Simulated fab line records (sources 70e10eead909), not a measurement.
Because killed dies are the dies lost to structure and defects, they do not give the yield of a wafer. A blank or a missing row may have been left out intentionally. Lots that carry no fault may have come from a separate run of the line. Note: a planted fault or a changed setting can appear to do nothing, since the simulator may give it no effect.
Which tool did it? :: flow nand-harc :: 6 lots, 17 wafers sampled, at 5 steps of a route of 1302

## WHAT THE GAUGES SHOWED, per wafer
NHARC_END_SORT_01.
lot: L495
measured: day 30 20:47
on: prober-01
killed-at-array: 44

## WHAT TOOL EACH LOT RAN ON (gives the tool, then ch and the chambers of the sampled wafers, and finally the start)
lot: L479
NHARC_A_CHANNEL_HOLE_D2_ETCH_19: har-etch-02 ch 0, day 14 01:23
NHARC_A_CHANNEL_HOLE_D2_ETCH_20: har-etch-02 ch 0, day 14 01:44
NHARC_A_CHANNEL_FILL_D2_ALD_14: ald-hk-03 ch 1,2, day 14 18:38
NHARC_A_CHANNEL_FILL_D2_ALD_16: ald-hk-04 ch 2,3, day 14 23:44

lot: L485
NHARC_A_CHANNEL_HOLE_D2_ETCH_19: har-etch-02 ch 1, day 16 04:38
NHARC_A_CHANNEL_HOLE_D2_ETCH_20: har-etch-02 ch 1, day 16 04:46
NHARC_A_CHANNEL_FILL_D2_ALD_14: ald-hk-02 ch 1,2, day 16 17:38
NHARC_A_CHANNEL_FILL_D2_ALD_16: ald-hk-03 ch 0,3, day 16 22:49

lot: L491
NHARC_A_CHANNEL_HOLE_D2_ETCH_19: har-etch-02 ch 0,1, day 18 16:44
NHARC_A_CHANNEL_HOLE_D2_ETCH_20: har-etch-02 ch 0,1, day 18 16:55
NHARC_A_CHANNEL_FILL_D2_ALD_14: ald-hk-02 ch 0,1, day 19 05:40
NHARC_A_CHANNEL_FILL_D2_ALD_16: ald-hk-03 ch 1,2,3, day 19 11:28

lot: L493
NHARC_A_CHANNEL_HOLE_D2_ETCH_19: har-etch-01 ch 0,1, day 19 09:14
NHARC_A_CHANNEL_HOLE_D2_ETCH_20: har-etch-01 ch 0,1, day 19 09:21
NHARC_A_CHANNEL_FILL_D2_ALD_14: ald-hk-03 ch 0,3, day 19 22:02
NHARC_A_CHANNEL_FILL_D2_ALD_16: ald-hk-04 ch 0,1,3, day 20 03:11

lot: L495
NHARC_A_CHANNEL_HOLE_D2_ETCH_19: har-etch-02 ch 0,1, day 19 21:21
NHARC_A_CHANNEL_HOLE_D2_ETCH_20: har-etch-02 ch 0,1, day 19 21:28
NHARC_A_CHANNEL_FILL_D2_ALD_14: ald-hk-04 ch 0,2,3, day 20 10:08
NHARC_A_CHANNEL_FILL_D2_ALD_16: ald-hk-02 ch 0,1,2, day 20 15:05

lot: L497
NHARC_A_CHANNEL_HOLE_D2_ETCH_19: har-etch-01 ch 0,1, day 21 02:34
NHARC_A_CHANNEL_HOLE_D2_ETCH_20: har-etch-01 ch 0,1, day 21 02:44
NHARC_A_CHANNEL_FILL_D2_ALD_14: ald-hk-03 ch 0,1,2, day 21 15:52
NHARC_A_CHANNEL_FILL_D2_ALD_16: ald-hk-03 ch 1,2, day 21 20:41
- NHARC_A_CHANNEL_HOLE_D2_ETCH_19: etches the open film in C4F8/O2/Ar, time 34.5 s.
- NHARC_A_CHANNEL_HOLE_D2_ETCH_20: etches the open film in C4F8/O2/Ar, time 361.9 s, target depth 1600 nm.
- NHARC_A_CHANNEL_FILL_D2_ALD_14: deposits SiO2, target thk 2.5 nm, pulse time 10 s, ald cycles 25.
- NHARC_A_CHANNEL_FILL_D2_ALD_16: deposits SiO2, target thk 1.5 nm, pulse time 10 s, ald cycles 15.

## THE ANSWER, worked out from the rows above alone
Rule: what is usual is taken from the lots themselves. Put in order of their means at a reading, lots are off if they are a third of the lots or fewer, leave a main group of 4 or more, and stand apart from it by a gap of 3 or more times the standard deviation of the main group's means; of several such gaps the widest counts. A main group whose means are all the same, to the digits that the tables above print for the reading, isn't used. A lot without any number at a reading at which 4 lots or more have one is off too. The other lots that the step has rows for count as sound.
None of the lots is off at any reading shown; this tells nothing.

## WHAT THE SIMULATOR HAD PUT IN
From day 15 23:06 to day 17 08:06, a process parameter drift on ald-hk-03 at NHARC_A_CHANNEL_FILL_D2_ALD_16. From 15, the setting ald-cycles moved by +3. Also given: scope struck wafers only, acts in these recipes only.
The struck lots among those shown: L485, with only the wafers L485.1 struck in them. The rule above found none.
